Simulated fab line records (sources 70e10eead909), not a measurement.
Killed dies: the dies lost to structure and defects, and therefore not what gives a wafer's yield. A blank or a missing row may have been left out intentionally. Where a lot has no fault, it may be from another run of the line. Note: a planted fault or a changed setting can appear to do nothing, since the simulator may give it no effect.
3 desks looking at one fault | flow nand-harc | numbers are kept per desk, each desk with only its own; the story behind them comes last

## THE METROLOGY DESK
Means of the sampled wafers that have a number, per lot and without regard to the tool the lot ran on: this is what the gauges read. A lot is out of limits, marked OUT, if its mean lies more than 4 standard deviations from the usual mean; the brackets give that distance.
Columns: A = cd-nm at NHARC_P_M0_CD_MEAS_09, usual 89.9 nm; B = cd-nm at NHARC_P_M0_CD_MEAS_16, usual 89.9 nm
lot  | first seen here | A               | B
L281 | day 5 22:46     | 89.6            | 89.5
L283 | day 6 20:55     | 89.6            | 90.6
L284 | day 7 03:23     | 90.7            | 90.6
L287 | day 8 11:41     | 87.6            | 88.1
L286 | day 8 12:37     | 86.8 (-4.5) OUT | 86.9
L295 | day 12 07:46    | 90.5            | 90.4
L296 | day 12 17:58    | 89.9            | 90.5
L297 | day 12 23:31    | 90.0            | 89.5
L298 | day 13 03:31    | 90.5            | 90.4
L299 | day 13 09:23    | 89.4            | 88.9
L300 | day 13 22:36    | 89.4            | 89.2
This desk's finding: out of limits on L286; first on L286, day 8 12:37 (cd-nm at NHARC_P_M0_CD_MEAS_09). L281, L283, L284, L287, L295, L296, L297, L298, L299, L300 stayed within limits.

## TOOL OWNER'S DESK, litho-track-04
The tool's own readings at NHARC_P_M0_PEB_07 (peb time 65 s): means of the sampled wafers that have a number, for each lot that ran on this tool. A lot is out of limits, marked OUT, if its mean lies more than 4 standard deviations from the usual mean; the brackets give that distance.
Columns: A = heater-power-total-W at NHARC_P_M0_PEB_07, usual 156.7 W
lot  | first seen here | A
L283 | day 6 20:50     | 156.4
L284 | day 7 03:19     | 156.9
L287 | day 8 11:37     | 164.3 (+18) OUT
L286 | day 8 12:32     | 164.3 (+18) OUT
L295 | day 12 07:41    | 156.3
L296 | day 12 17:52    | 156.5
L297 | day 12 23:26    | 156.9
L298 | day 13 03:27    | 156.8
This desk's finding: out of limits on L286, L287; first on L287, day 8 11:37 (heater-power-total-W at NHARC_P_M0_PEB_07). L283, L284, L295, L296, L297, L298 stayed within limits.

## THE DEFECT DESK
What the inspections along the route counted, lot by lot: means of the sampled wafers that have a number. A lot is out of limits, marked OUT, if its mean lies more than 4 standard deviations from the usual mean; the brackets give that distance.
Columns: A = raw-defect-count at NHARC_P_CONTACT_INSPECT_14, usual 3.6
lot  | first seen here | A
L281 | day 5 18:50     | 4.3
L283 | day 6 16:53     | 4.0
L284 | day 6 23:22     | 3.7
L287 | day 8 07:46     | 4.0
L286 | day 8 08:34     | 4.3
L295 | day 12 03:51    | 3.0
L296 | day 12 09:59    | 5.3
L297 | day 12 19:28    | 1.0
L298 | day 12 23:24    | 3.7
L299 | day 13 05:19    | 5.3
L300 | day 13 18:33    | 4.7
This desk found nothing out of limits on any of the 11 lots.

## PUT TOGETHER
The tool owner's desk could have raised an alarm at day 8 11:37, on L286, L287.
On L286, the metrology desk was in a position to raise an alarm at day 8 12:37.
Nothing the defect desk looked at was out of limits.
The metrology desk holds a record of L287, inside its limits.
The defect desk has L286, L287 on record, within its limits.
NHARC_P_M0_PEB_07 was run on litho-track-04 by each of the lots named.

## WHAT WAS PUT IN BY THE SIMULATOR
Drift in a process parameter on litho-track-04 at NHARC_P_M0_PEB_07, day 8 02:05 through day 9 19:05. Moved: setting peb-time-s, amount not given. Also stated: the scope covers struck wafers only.
Struck lots among those shown: L286, L287.
Time in hours from fault onset to the first out-of-limits reading at each desk: tool owner's desk 10, metrology desk 11.
